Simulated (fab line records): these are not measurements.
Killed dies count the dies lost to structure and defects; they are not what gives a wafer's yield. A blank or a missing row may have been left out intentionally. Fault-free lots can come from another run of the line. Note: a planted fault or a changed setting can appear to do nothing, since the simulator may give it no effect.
fab line records	flow n5_finfet	part 1 of 2: steps 1 to 24 of 31
record lots=5	wafers=15	last_day=17
route steps=1938 shown PASSIVATION@1904
lots untouched by any fault: they come from a run of this same line in which no faults occurred
start_h: the number of hours between the record's first day and the start of the first shown wafer of the lot	wait_h: hours from the lot's prior step to this one	" identical to the entry in the row above	L1.1+2: several wafers, shown together as one row	- either no value or no given start	* or withheld: withheld	< > ~ a bound
route shown NAME@n: NAME is a module with steps in the file, n the number in the route of the first one	usual: mean/standard deviation taken from wafers without a fault	same: alike in all rows	chamber/n: place in a boat	sites: each site's reading	_std_site: standard deviation across them	_edge_site: the outer-site mean with the inner-site mean subtracted	radius_mm: for every site, how far away it sits from the centre of the wafer	mask NAME#n: copy n	behind: tool/chamber where the wafer was last shaped	hold: reason for holding the lot/hours on hold/outcome of the hold	device: transistor that didn't switch, given as n, p or np	end of line: tests of these same wafers at the route's end	step lacking rows: just its recipe	killed: dies that structure and defects cost at the first sort, which is not the same as the wafer's yield	map: dies across one wafer; x = killed, . = not, _ = none there
set.NAME: the setting as run; set.NAME@STEP: as run at that earlier step	model.NAME: the simulator's own value behind a step, which no gauge read
lots at some steps of the route; a table a step, a row a wafer
services: a tool's chamber out of use, with start hour (start_h, from the record's first day; less than 0 if before it), hours out, and reason
## steps
# step N5_PASSIVATION_HARDBAKE_31
# recipe temp_c=130	time_s=120
# usual resist_line_temp_C=22.94/0.1
lot.wafer	tool	chamber	start_h	wait_h	resist_line_temp_C
L079.2	litho_track-02	0	-	-	22.94
L079.3	"	0	"	"	22.84
L079.5	"	0	"	"	23.02
L084.3	litho_track-02	0	-	-	22.88
L084.5	"	0	"	"	23.10
L084.6	"	0	"	"	23.03
L090.1	litho_track-02	0	-	-	22.78
L090.2	"	0	"	"	22.89
L090.6	"	0	"	"	22.87
L093.1	litho_track-04	0	-	-	22.79
L093.3	"	0	"	"	23.07
L093.5	"	0	"	"	22.84
L096.1	litho_track-04	0	-	-	22.81
L096.2	"	0	"	"	22.76
L096.6	"	0	"	"	22.76
# step N5_PASSIVATION_CD_MEAS_30
# recipe target_cd_nm=4000	landing_energy_ev=500	detector=se_inlens	polarity=opening
# usual cd_nm=4000.1/2
lot.wafer	tool	chamber	start_h	wait_h	cd_nm
L079.2	cd_sem-02	0	292.17	-	3997.1
L079.3	"	0	"	"	3997.3
L079.5	"	0	"	"	3998.0
L084.3	cd_sem-02	0	328.46	-	3996.9
L084.5	"	0	"	"	3997.1
L084.6	"	0	"	"	3995.0
L090.1	cd_sem-02	0	360.18	-	4001.6
L090.2	"	0	"	"	4001.7
L090.6	"	0	"	"	4000.6
L093.1	cd_sem-03	0	389.93	-	3999.6
L093.3	"	0	"	"	3998.4
L093.5	"	0	"	"	3999.6
L096.1	cd_sem-03	0	412.58	-	3999.1
L096.2	"	0	"	"	4000.8
L096.6	"	0	"	"	4003.0
# step N5_PASSIVATION_OVL_MEAS_63
# recipe points_per_wafer=44
# usual PAD_OVL=-1/5.1
lot.wafer	tool	chamber	start_h	wait_h	PAD_OVL[nm]
L079.2	overlay-02	0	292.20	0.0	3
L079.3	"	0	"	"	1
L079.5	"	0	"	"	3
L084.3	overlay-02	0	328.49	0.0	4
L084.5	"	0	"	"	-3
L084.6	"	0	"	"	1
L090.1	overlay-01	0	360.21	0.0	-11
L090.2	"	0	"	"	-9
L090.6	"	0	"	"	-3
L093.1	overlay-02	0	389.96	0.0	1
L093.3	"	0	"	"	2
L093.5	"	0	"	"	-2
L096.1	overlay-01	0	412.61	0.0	1
L096.2	"	0	"	"	4
L096.6	"	0	"	"	9
# step N5_PASSIVATION_INSPECT_64
# recipe mode=adi	inspect_instrument=macro
# usual raw_defect_count=1.9/1.4
lot.wafer	tool	chamber	start_h	wait_h	raw_defect_count
L079.2	defect_inspect-01	-	292.22	0.0	1
L079.3	"	-	"	"	1
L079.5	"	-	"	"	4
L084.3	defect_inspect-01	-	328.52	0.0	1
L084.5	"	-	"	"	0
L084.6	"	-	"	"	1
L090.1	defect_inspect-01	-	360.47	0.3	2
L090.2	"	-	"	"	2
L090.6	"	-	"	"	3
L093.1	defect_inspect-01	-	389.99	0.0	4
L093.3	"	-	"	"	3
L093.5	"	-	"	"	2
L096.1	defect_inspect-01	-	412.63	0.0	3
L096.2	"	-	"	"	3
L096.6	"	-	"	"	6
# step N5_PASSIVATION_DESCUM_32
# recipe chemistry=O2	time_s=7.9	source_power_w=50	bias_power_w=20	pressure_mtorr=20	rf_frequency_hz=2.712e+07	temp_c=40	o2_flow_sccm=225
# usual drypump_motor_current_A=5.8/0.5	oes_product_au=0.79/0.081	rf_vpp_V=242.9/1.2	showerhead_plenum_p_Torr=2.08/0.062	throttle_valve_pct=20.34/0.22
lot.wafer	tool	chamber	start_h	wait_h	drypump_motor_current_A	oes_product_au	rf_hours_counter_h	rf_vpp_V	showerhead_plenum_p_Torr	throttle_valve_pct
L079.2	rie_diel-01	0	292.41	0.2	5.8	0.70	208	243.2	2.09	20.46
L079.3	"	1	"	"	6.4	0.75	160	243.1	2.02	20.42
L079.5	"	0	"	"	5.7	0.71	-	242.0	2.09	20.46
L084.3	rie_diel-01	3	328.55	0.0	5.3	0.79	104	240.6	2.02	20.31
L084.5	"	3	"	"	5.3	0.80	-	241.8	2.02	20.29
L084.6	"	2	"	"	6.3	0.88	-	241.7	2.06	20.15
L090.1	rie_diel-02	2	360.50	0.0	5.1	0.79	125	240.9	1.99	20.06
L090.2	"	0	"	"	6.1	0.75	146	243.6	2.10	20.12
L090.6	"	3	"	"	5.1	1.00	-	243.9	2.13	20.49
L093.1	rie_diel-06	0	390.02	0.0	6.7	0.80	77	244.1	2.12	20.41
L093.3	"	3	"	"	5.6	0.70	218	241.5	1.96	20.23
L093.5	"	2	"	"	5.9	0.73	-	242.5	2.15	20.45
L096.1	rie_diel-02	1	412.67	0.0	5.5	0.88	46	244.0	2.12	20.05
L096.2	"	3	"	"	5.2	0.94	19	244.1	2.12	20.53
L096.6	"	1	"	"	5.5	0.87	-	243.3	2.12	20.04
# step N5_PASSIVATION_AL_ETCH_33
# recipe chemistry=Cl2/BCl3	target_depth_a=28000	over_etch_frac=0.15	Cl2_flow_sccm=180	bcl3_flow_sccm=60	target=Al	stop_on=TaN	time_s=466.7	ion_energy_ev=100	pressure_mtorr=10	icp_w=900	bias_w=100
# usual drypump_motor_current_A=5.74/0.23	mfc_cl2_sccm=179.9/0.57	oes_product_au=0.71/0.061	throttle_valve_pct=34.3/0.31
lot.wafer	tool	chamber	start_h	wait_h	drypump_motor_current_A	mfc_cl2_sccm	oes_product_au	rf_hours_counter_h	throttle_valve_pct
L079.2	rie_metal-03	0	292.49	0.1	5.48	180.2	0.80	8	34.5
L079.3	"	0	"	"	5.49	179.7	0.80	-	34.5
L079.5	"	0	"	"	5.47	180.7	0.81	-	34.5
L084.3	rie_metal-02	0	328.77	0.2	5.47	180.4	0.72	-	34.0
L084.5	"	0	"	"	5.50	179.7	0.71	-	34.0
L084.6	"	1	"	"	5.96	179.9	0.77	-	34.0
L090.1	rie_metal-01	1	360.59	0.1	5.97	179.0	0.61	83	34.8
L090.2	"	0	"	"	5.61	179.7	0.70	36	33.9
L090.6	"	0	"	"	5.61	180.2	0.69	-	34.0
L093.1	rie_metal-02	0	390.11	0.1	5.51	180.0	0.69	46	34.0
L093.3	"	0	"	"	5.51	180.3	0.70	-	34.0
L093.5	"	0	"	"	5.57	180.1	0.69	-	34.0
L096.1	rie_metal-02	1	412.75	0.1	5.91	179.3	0.75	22	34.0
L096.2	"	0	"	"	5.52	180.2	0.70	48	34.0
L096.6	"	0	"	"	5.53	180.5	0.71	-	34.0
# step N5_PASSIVATION_ETCH_59
# recipe chemistry=Cl2/BCl3	target=TaN	target_depth_a=650	time_s=34.9	ion_energy_ev=100	pressure_mtorr=10	icp_w=900	bias_w=100	Cl2_flow_sccm=60	bcl3_flow_sccm=30
# usual drypump_motor_current_A=5.74/0.23	mfc_cl2_sccm=60.00/0.16	oes_product_au=0.79/0.082	throttle_valve_pct=21.01/0.27
lot.wafer	tool	chamber	start_h	wait_h	drypump_motor_current_A	mfc_cl2_sccm	oes_product_au	rf_hours_counter_h	throttle_valve_pct
L079.2	rie_metal-03	0	292.89	0.3	5.44	60.06	0.91	9	21.07
L079.3	"	0	"	"	5.46	60.04	0.92	-	21.06
L079.5	"	0	"	"	5.47	59.82	0.92	-	21.03
L084.3	rie_metal-02	0	329.07	0.2	5.56	59.84	0.80	-	20.92
L084.5	"	0	"	"	5.50	60.02	0.81	-	20.91
L084.6	"	1	"	"	5.95	60.37	0.84	-	20.74
L090.1	rie_metal-01	1	360.99	0.3	5.98	60.06	0.66	84	21.51
L090.2	"	0	"	"	5.61	60.07	0.80	36	20.73
L090.6	"	0	"	"	5.60	60.13	0.80	-	20.74
L093.1	rie_metal-02	0	390.51	0.3	5.55	59.84	0.78	47	20.93
L093.3	"	0	"	"	5.52	60.08	0.79	-	20.92
L093.5	"	0	"	"	5.51	59.92	0.78	-	20.91
L096.1	rie_metal-02	1	413.15	0.3	5.94	60.34	0.82	23	20.74
L096.2	"	0	"	"	5.51	60.22	0.78	49	20.93
L096.6	"	0	"	"	5.53	59.92	0.78	-	20.93
# step N5_PASSIVATION_STRIP_34
# recipe chemistry=O2	power_w=600	temp_c=60	pressure_mtorr=30	rf_frequency_hz=6e+07	bias_power_w=0	overash_fraction=2	o2_flow_sccm=225
# usual drypump_motor_current_A=5.7/0.51	oes_product_au=0.79/0.084	rf_vpp_V=3.6/1.4	showerhead_plenum_p_Torr=2.10/0.065	throttle_valve_pct=16.58/0.25
lot.wafer	tool	chamber	start_h	wait_h	drypump_motor_current_A	oes_product_au	rf_hours_counter_h	rf_vpp_V	showerhead_plenum_p_Torr	throttle_valve_pct
L079.2	rie_diel-06	1	293.01	0.1	5.2	0.73	174	5.5	2.19	17.00
L079.3	"	2	"	"	5.9	0.76	160	4.3	2.17	16.67
L079.5	"	2	"	"	5.9	0.75	-	3.1	2.17	16.70
L084.3	rie_diel-06	2	329.33	0.2	5.9	0.74	171	4.2	2.16	16.69
L084.5	"	2	"	"	5.9	0.76	-	2.4	2.16	16.70
L084.6	"	0	"	"	6.7	0.83	-	3.2	2.13	16.64
L090.1	rie_diel-06	3	361.15	0.1	5.6	0.70	209	3.7	1.97	16.54
L090.2	"	0	"	"	6.7	0.81	68	4.8	2.13	16.64
L090.6	"	2	"	"	5.9	0.71	-	3.6	2.16	16.71
L093.1	rie_diel-02	3	390.63	0.1	5.2	1.01	12	5.0	2.13	16.76
L093.3	"	2	"	"	5.1	0.78	135	3.4	2.00	16.33
L093.5	"	1	"	"	5.5	0.89	-	3.9	2.13	16.21
L096.1	rie_diel-02	1	413.27	0.1	5.5	0.88	46	3.8	2.12	16.27
L096.2	"	0	"	"	6.1	0.74	164	5.5	2.10	16.49
L096.6	"	0	"	"	6.1	0.74	-	3.9	2.10	16.47
# step N5_PASSIVATION_STRIP_51
# recipe chemistry=post_etch_residue_remover	time_s=1200	temp_c=72.5
# usual bath_guard_temp_C=72.4/0.45
lot.wafer	tool	chamber	start_h	wait_h	bath_guard_temp_C
L079.2	wet_bench-06	1	293.08	-	72.7
L079.3	"	6	"	"	72.2
L079.5	"	4	"	"	72.5
L084.3	wet_bench-06	0	329.39	-	73.0
L084.5	"	4	"	"	72.6
L084.6	"	7	"	"	71.7
L090.1	wet_bench-06	7	361.22	-	71.9
L090.2	"	5	"	"	72.5
L090.6	"	2	"	"	72.3
L093.1	wet_bench-06	4	390.69	-	72.8
L093.3	"	6	"	"	72.3
L093.5	"	3	"	"	71.7
L096.1	wet_bench-06	2	413.34	-	72.0
L096.2	"	7	"	"	71.8
L096.6	"	5	"	"	72.9
# step N5_PASSIVATION_CLEAN_69
# recipe chemistry=IPA	time_s=180	temp_c=25
lot.wafer	tool	chamber	start_h	wait_h
L079.2+3+5	wet_bench-06	1,6,4	293.41	0.0
L084.3+5+6	wet_bench-06	0,4,7	329.76	0.0
L090.1+2+6	wet_bench-06	7,5,2	361.55	0.0
L093.1+3+5	wet_bench-06	4,6,3	391.06	0.0
L096.1+2+6	wet_bench-06	2,7,5	413.67	0.0
# step N5_PASSIVATION_SRD_70
# recipe dry=ipa_marangoni	time_s=30	temp_c=23	rinse_liquid=diw
lot.wafer	tool	chamber	start_h	wait_h
L079.2+3+5	wet_bench-06	1,6,4	293.46	0.0
L084.3+5+6	wet_bench-06	0,4,7	329.81	0.0
L090.1+2+6	wet_bench-06	7,5,2	361.60	0.0
L093.1+3+5	wet_bench-06	4,6,3	391.11	0.0
L096.1+2+6	wet_bench-06	2,7,5	413.72	0.0
# step N5_PASSIVATION_PECVD_53
# recipe material=SiO2	target_thk_a=8000	temp_c=400	precursor=TEOS/O2	pressure_torr=6.5	rf_w=withheld	teos_flow_sccm=withheld	gas=O2	flow_sccm=2650	time_s=169.4
lot.wafer	tool	chamber	start_h	wait_h
L079.2+3+5	pecvd-01	2,1,2	293.51	0.0
L084.3+5+6	pecvd-04	0,1,0	329.86	0.0
L090.1+2+6	pecvd-01	2,0,1	361.65	0.0
L093.1+3+5	pecvd-03	1,2,1	391.16	0.0
L096.1+2+6	pecvd-04	2,1,1	413.77	0.0
# step N5_PASSIVATION_PECVD_35
# recipe material=SiNx	target_thk_a=7000	temp_c=400	precursor=SiH4/NH3/N2	pressure_torr=4.9	rf_w=1406	time_s=151.3
# usual heater_power_w=371/84	showerhead_plenum_p_Torr=8.66/0.057	throttle_valve_pct=29.2/1.8
lot.wafer	tool	chamber	start_h	wait_h	heater_power_w	showerhead_plenum_p_Torr	throttle_valve_pct
L079.2	pecvd-01	2	293.62	0.1	227	8.70	28.9
L079.3	"	1	"	"	295	8.70	32.4
L079.5	"	2	"	"	261	8.65	28.6
L084.3	pecvd-04	0	329.97	0.1	456	8.66	27.5
L084.5	"	1	"	"	444	8.60	28.8
L084.6	"	0	"	"	316	8.66	27.5
L090.1	pecvd-01	2	361.76	0.1	193	8.69	28.9
L090.2	"	0	"	"	337	8.54	28.7
L090.6	"	1	"	"	184	8.68	33.0
L093.1	pecvd-03	1	391.27	0.1	430	8.65	28.9
L093.3	"	2	"	"	388	8.73	27.7
L093.5	"	1	"	"	463	8.65	28.9
L096.1	pecvd-04	2	413.88	0.1	460	8.67	31.4
L096.2	"	1	"	"	387	8.56	25.6
L096.6	"	1	"	"	423	8.54	25.8
# step N5_PASSIVATION_HMDS_37
# recipe time_s=60	temp_c=120
# usual resist_line_temp_C=22.98/0.098
lot.wafer	tool	chamber	start_h	wait_h	resist_line_temp_C
L079.2	litho_track-02	0	293.76	0.1	23.07
L079.3	"	0	"	"	23.15
L079.5	"	0	"	"	23.17
L084.3	litho_track-02	0	330.11	0.1	22.86
L084.5	"	0	"	"	22.99
L084.6	"	0	"	"	22.94
L090.1	litho_track-05	0	361.90	0.1	22.93
L090.2	"	0	"	"	23.03
L090.6	"	0	"	"	22.97
L093.1	litho_track-04	0	391.41	0.1	23.04
L093.3	"	0	"	"	22.92
L093.5	"	0	"	"	22.95
L096.1	litho_track-05	0	414.02	0.1	23.21
L096.2	"	0	"	"	23.06
L096.6	"	0	"	"	23.00
# step N5_PASSIVATION_COAT_38
# recipe spin_rpm=3000	resist_thk_nm=withheld
# usual resist_line_temp_C=23.00/0.11
lot.wafer	tool	chamber	start_h	wait_h	resist_line_temp_C
L079.2	litho_track-02	0	-	-	23.02
L079.3	"	0	"	"	22.92
L079.5	"	0	"	"	22.91
L084.3	litho_track-02	0	-	-	22.88
L084.5	"	0	"	"	23.06
L084.6	"	0	"	"	23.15
L090.1	litho_track-05	0	-	-	22.79
L090.2	"	0	"	"	22.90
L090.6	"	0	"	"	23.06
L093.1	litho_track-04	0	-	-	22.96
L093.3	"	0	"	"	22.96
L093.5	"	0	"	"	23.03
L096.1	litho_track-05	0	-	-	22.90
L096.2	"	0	"	"	23.07
L096.6	"	0	"	"	22.99
# step N5_PASSIVATION_EBR_40
# recipe solvent=PGMEA	ebr_width_mm=1.5
# usual resist_line_temp_C=22.98/0.1
lot.wafer	tool	chamber	start_h	wait_h	resist_line_temp_C
L079.2	litho_track-02	0	-	-	23.12
L079.3	"	0	"	"	22.99
L079.5	"	0	"	"	22.85
L084.3	litho_track-02	0	-	-	23.06
L084.5	"	0	"	"	23.05
L084.6	"	0	"	"	23.00
L090.1	litho_track-05	0	-	-	22.81
L090.2	"	0	"	"	22.95
L090.6	"	0	"	"	22.92
L093.1	litho_track-04	0	-	-	22.97
L093.3	"	0	"	"	23.16
L093.5	"	0	"	"	23.06
L096.1	litho_track-05	0	-	-	22.90
L096.2	"	0	"	"	22.97
L096.6	"	0	"	"	23.02
# step N5_PASSIVATION_SOFTBAKE_39
# recipe temp_c=110	time_s=120
# usual resist_line_temp_C=23.00/0.12
lot.wafer	tool	chamber	start_h	wait_h	resist_line_temp_C
L079.2	litho_track-02	0	-	-	23.07
L079.3	"	0	"	"	23.00
L079.5	"	0	"	"	22.98
L084.3	litho_track-02	0	-	-	22.96
L084.5	"	0	"	"	22.87
L084.6	"	0	"	"	23.09
L090.1	litho_track-05	0	-	-	22.97
L090.2	"	0	"	"	23.05
L090.6	"	0	"	"	23.03
L093.1	litho_track-04	0	-	-	22.85
L093.3	"	0	"	"	22.85
L093.5	"	0	"	"	22.72
L096.1	litho_track-05	0	-	-	23.04
L096.2	"	0	"	"	22.91
L096.6	"	0	"	"	22.81
# step N5_PASSIVATION_EXPOSE_41
# recipe mask_id=PASS_OPEN	na=0.55	defocus_nm=0	source_shape=conventional	sigma_outer=0.8	polarization=unpolarized	target_cd_nm=40000	dose_mj=57.25
lot.wafer	tool	chamber	start_h	wait_h	mask
L079.2+3+5	krf_scanner-01	0	294.01	-	PASS_OPEN#0
L084.3+5+6	krf_scanner-01	0	330.36	-	PASS_OPEN#0
L090.1+2+6	krf_scanner-02	0	362.01	-	PASS_OPEN#0
L093.1+3+5	krf_scanner-01	0	391.65	-	PASS_OPEN#0
L096.1+2+6	krf_scanner-01	0	414.26	-	PASS_OPEN#0
# step N5_PASSIVATION_PEB_42
# recipe peb_temp_c=withheld	peb_time_s=*
# usual resist_line_temp_C=*
lot.wafer	tool	chamber	start_h	wait_h	resist_line_temp_C
L079.2	litho_track-05	0	294.06	0.0	*
L079.3	"	0	"	"	*
L079.5	"	0	"	"	*
L084.3	litho_track-02	0	330.41	0.0	*
L084.5	"	0	"	"	*
L084.6	"	0	"	"	*
L090.1	litho_track-05	0	362.07	0.1	*
L090.2	"	0	"	"	*
L090.6	"	0	"	"	*
L093.1	litho_track-02	0	391.71	0.1	*
L093.3	"	0	"	"	*
L093.5	"	0	"	"	*
L096.1	litho_track-02	0	414.32	0.1	*
L096.2	"	0	"	"	*
L096.6	"	0	"	"	*
# step N5_PASSIVATION_DEVELOP_43
# recipe develop_time_s=60	rinse_liquid=diw	dry=air_spin	dev_temp_c=21
# usual resist_line_temp_C=23.00/0.11
# same develop_time_s=60
lot.wafer	tool	chamber	start_h	wait_h	resist_line_temp_C
L079.2	litho_track-05	0	-	-	23.02
L079.3	"	0	"	"	22.90
L079.5	"	0	"	"	23.07
L084.3	litho_track-02	0	-	-	22.99
L084.5	"	0	"	"	22.90
L084.6	"	0	"	"	22.92
L090.1	litho_track-05	0	-	-	23.14
L090.2	"	0	"	"	23.13
L090.6	"	0	"	"	23.10
L093.1	litho_track-02	0	-	-	22.92
L093.3	"	0	"	"	23.02
L093.5	"	0	"	"	22.91
L096.1	litho_track-02	0	-	-	23.01
L096.2	"	0	"	"	22.82
L096.6	"	0	"	"	22.85
# step N5_PASSIVATION_HARDBAKE_45
# recipe temp_c=130	time_s=120
# usual resist_line_temp_C=23.00/0.1
lot.wafer	tool	chamber	start_h	wait_h	resist_line_temp_C
L079.2	litho_track-05	0	-	-	23.15
L079.3	"	0	"	"	23.17
L079.5	"	0	"	"	23.00
L084.3	litho_track-02	0	-	-	23.17
L084.5	"	0	"	"	22.95
L084.6	"	0	"	"	23.06
L090.1	litho_track-05	0	-	-	22.77
L090.2	"	0	"	"	23.06
L090.6	"	0	"	"	23.02
L093.1	litho_track-02	0	-	-	22.74
L093.3	"	0	"	"	22.98
L093.5	"	0	"	"	22.96
L096.1	litho_track-02	0	-	-	22.86
L096.2	"	0	"	"	23.02
L096.6	"	0	"	"	22.94
# step N5_PASSIVATION_CD_MEAS_44
# recipe target_cd_nm=40000	landing_energy_ev=500	detector=se_inlens
# usual cd_nm=40000/3.8
lot.wafer	tool	chamber	start_h	wait_h	cd_nm
L079.2	cd_sem-02	0	294.18	-	39997
L079.3	"	0	"	"	39998
L079.5	"	0	"	"	39998
L084.3	cd_sem-01	0	330.53	-	39998
L084.5	"	0	"	"	40003
L084.6	"	0	"	"	39998
L090.1	cd_sem-02	0	362.19	-	39999
L090.2	"	0	"	"	40007
L090.6	"	0	"	"	40004
L093.1	cd_sem-03	0	391.83	-	39996
L093.3	"	0	"	"	40003
L093.5	"	0	"	"	39995
L096.1	cd_sem-01	0	414.44	-	39995
L096.2	"	0	"	"	40000
L096.6	"	0	"	"	39996
# step N5_PASSIVATION_OVL_MEAS_66
# recipe points_per_wafer=44
# usual PASS_OPEN_OVL=-5/5.4
lot.wafer	tool	chamber	start_h	wait_h	PASS_OPEN_OVL[nm]
L079.2	overlay-02	0	294.21	0.0	-4
L079.3	"	0	"	"	-4
L079.5	"	0	"	"	-7
L084.3	overlay-01	0	330.56	0.0	-2
L084.5	"	0	"	"	4
L084.6	"	0	"	"	6
L090.1	overlay-01	0	362.22	0.0	1
L090.2	"	0	"	"	-3
L090.6	"	0	"	"	-3
L093.1	overlay-01	0	391.86	0.0	3
L093.3	"	0	"	"	3
L093.5	"	0	"	"	2
L096.1	overlay-02	0	414.47	0.0	-8
L096.2	"	0	"	"	-9
L096.6	"	0	"	"	-7
# step N5_PASSIVATION_INSPECT_67
# recipe mode=adi	inspect_instrument=macro
# usual raw_defect_count=1.7/1.3
lot.wafer	tool	chamber	start_h	wait_h	raw_defect_count
L079.2	defect_inspect-01	-	294.24	0.0	0
L079.3	"	-	"	"	2
L079.5	"	-	"	"	4
L084.3	defect_inspect-01	-	330.59	0.0	1
L084.5	"	-	"	"	1
L084.6	"	-	"	"	4
L090.1	defect_inspect-02	-	362.25	0.0	3
L090.2	"	-	"	"	2
L090.6	"	-	"	"	2
L093.1	defect_inspect-02	-	391.88	0.0	1
L093.3	"	-	"	"	4
L093.5	"	-	"	"	1
L096.1	defect_inspect-02	-	414.49	0.0	1
L096.2	"	-	"	"	1
L096.6	"	-	"	"	2
